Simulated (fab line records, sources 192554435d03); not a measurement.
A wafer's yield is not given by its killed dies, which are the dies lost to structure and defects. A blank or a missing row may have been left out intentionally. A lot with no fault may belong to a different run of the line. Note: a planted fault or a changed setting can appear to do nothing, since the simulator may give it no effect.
Split-lot study    flow n5 finfet    on a route of 1938 steps: 7 lots, 21 wafers read

== THE SPLIT ITSELF ==
At N5_PASSIVATION_ETCH_54 (etches SiO2 in CHF3/O2, target depth 880 nm, time 440 s), the setting time s was moved away from the recipe's 440 s on 8 of the 21 wafers read, by -12.8% to +14.1%. The other wafers ran this setting at the recipe's value.

The reading comes from the split's own step.

== THE READING ==
etch.depth nm (the simulator's own value, which no gauge read), in nm, at N5_PASSIVATION_ETCH_54 (etches SiO2 in CHF3/O2, target depth 880 nm, time 440 s). No usual value for it is given in the file. Across the 13 wafers here that went through the recipe, the average is 880.5 nm and the standard deviation 14 nm.

wafer   tool, chamber at the split  time s as run, s  against the recipe  etch.depth nm, nm  against lot-mates on the recipe
L077.1  rie diel-06, 0              440               recipe              877.4              -
L077.2  rie diel-06, 3              440               recipe              875.2              -
L077.6  rie diel-06, 2              407               -7.5%               827.9              -48.4
L081.2  rie diel-06, 2              440               recipe              905.7              -
L081.4  rie diel-06, 0              440               recipe              883.3              -
L081.5  rie diel-06, 2              487.4             +10.8%              1003               +108.5
L083.4  rie diel-03, 2              440               recipe              855.2              -
L083.5  rie diel-03, 1              440               recipe              888.1              -
L083.6  rie diel-03, 2              440               recipe              856.7              -
L084.1  rie diel-03, 3              440               recipe              877.9              -
L084.4  rie diel-03, 0              440               recipe              902                -
L084.6  rie diel-03, 1              383.5             -12.8%              773.3              -116.7
L088.1  rie diel-02, 2              495               +12.5%              1001               +119.0
L088.2  rie diel-02, 3              440               recipe              876.7              -
L088.5  rie diel-02, 2              440               recipe              887.3              -
L090.2  rie diel-02, 3              502.2             +14.1%              1008               +120.0
L090.3  rie diel-02, 2              440               recipe              888                -
L090.6  rie diel-02, 2              502.2             +14.1%              1019               +131.0
L092.1  rie diel-02, 1              404.7             -8.0%               809.3              -63.2
L092.4  rie diel-02, 0              404.7             -8.0%               809.5              -63.0
L092.5  rie diel-02, 1              440               recipe              872.5              -

FIT RESULTS
A straight line over all 21 wafers: etch.depth nm changes by +9.25 nm for each +1% of time s; r = +0.98; the points scatter about the line by 13 nm.
The same after taking each lot's own level away (the mean of its wafers on the recipe; 21 wafers): +8.85 nm for each +1%; r = +0.99; scatter 10 nm.
According to that fit, moving time s by its largest amount changes the reading by 1.3e+02 nm.
The span of the lots' own levels, 866.67 to 894.50 nm, comes to 2.0 times the standard deviation stated above.
The two slopes agree, so the slope changes little with the lot-to-lot level.
Check: +130 nm against its lot-mates is what the line predicts for one of the wafers moved furthest among these (+14.1%) when that wafer is left out of the fit. It came out at +120 nm against them.

== THE WHOLE CHAIN: every reading that the file lists as answering this split, in the file's order ==
step                     what it does                                             reading                                                                        change (the file's fit)                                                       r (the file's)
N5_PASSIVATION_ETCH_54   etches SiO2 in CHF3/O2, target depth 880 nm, time 440 s  PASSIVATION.feature depth nm (the simulator's own value, which no gauge read)  +8.97 nm for each +1% of the setting                                          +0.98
N5_PASSIVATION_ETCH_54   etches SiO2 in CHF3/O2, target depth 880 nm, time 440 s  etch.depth nm (the simulator's own value, which no gauge read)                 +8.97 nm for each +1% of the setting                                          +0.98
N5_PASSIVATION_PROBE_49                                                           killed at other                                                                not straight: 115 at the lowest setting, 3.5 at the recipe, 7 at the highest  not given

== THE FILE'S OWN FIT ==
etch.depth nm changes by +8.97 nm for each +1% of time s, r = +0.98.
